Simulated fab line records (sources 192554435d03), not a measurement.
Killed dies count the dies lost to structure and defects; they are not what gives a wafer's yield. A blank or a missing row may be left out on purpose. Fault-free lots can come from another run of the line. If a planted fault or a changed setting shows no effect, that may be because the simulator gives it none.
Matching of chambers :: flow n5 finfet :: 4 sister chambers for N5_BEOL_M8_ALD_77 on ald metal-03
The step deposits TaN, target thk 2 nm, pulse time 2 s, purge time 3 s. 4 wafers are shown with their chamber, then 8 later ones without.

EACH WAFER AND ITS CHAMBER
wafer: L746.1
chamber: 1
heater power w (W): 424

wafer: L746.4
chamber: 0
heater power w (W): 445

wafer: L755.6
chamber: 3
heater power w (W): 417

wafer: L758.3
chamber: 2
heater power w (W): 369

WAFERS WITH NO CHAMBER GIVEN
wafer: L758.4
heater power w (W): 436

wafer: L758.5
heater power w (W): 371

wafer: L759.2
heater power w (W): 364

wafer: L759.4
heater power w (W): 437

wafer: L759.6
heater power w (W): 432

wafer: L765.2
heater power w (W): 437

wafer: L765.3
heater power w (W): 438

wafer: L765.4
heater power w (W): 416

WHICH CHAMBER EACH WENT THROUGH
wafer: L758.4
from the rows above: can't be placed: 0 or 1 or 3
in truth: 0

wafer: L758.5
from the rows above: 2
in truth: 2

wafer: L759.2
from the rows above: 2
in truth: 2

wafer: L759.4
from the rows above: can't be placed: 0 or 1 or 3
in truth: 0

wafer: L759.6
from the rows above: can't be placed: 1 or 0 or 3
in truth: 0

wafer: L765.2
from the rows above: can't be placed: 0 or 1 or 3
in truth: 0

wafer: L765.3
from the rows above: can't be placed: 0 or 1
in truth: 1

wafer: L765.4
from the rows above: can't be placed: 3 or 1
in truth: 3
Placed correctly: 2 of 8. These rows do not allow placing 6 (true chamber among the candidates in 6). Placed wrongly: 0.
How it was worked out, from the rows above alone: a wafer's distance from a chamber is the root of the sum, over the readings, of the square of ((its reading less the chamber's mean) divided by the reading's scatter). If the next closest chamber is less than 2 further off than the closest, the wafer can't be placed; otherwise it belongs to the closest. For every chamber, the mean is computed from those of its wafers that are shown. The scatter: root of mean squared gap, hidden wafer to nearest shown wafer, with one shown wafer a chamber.
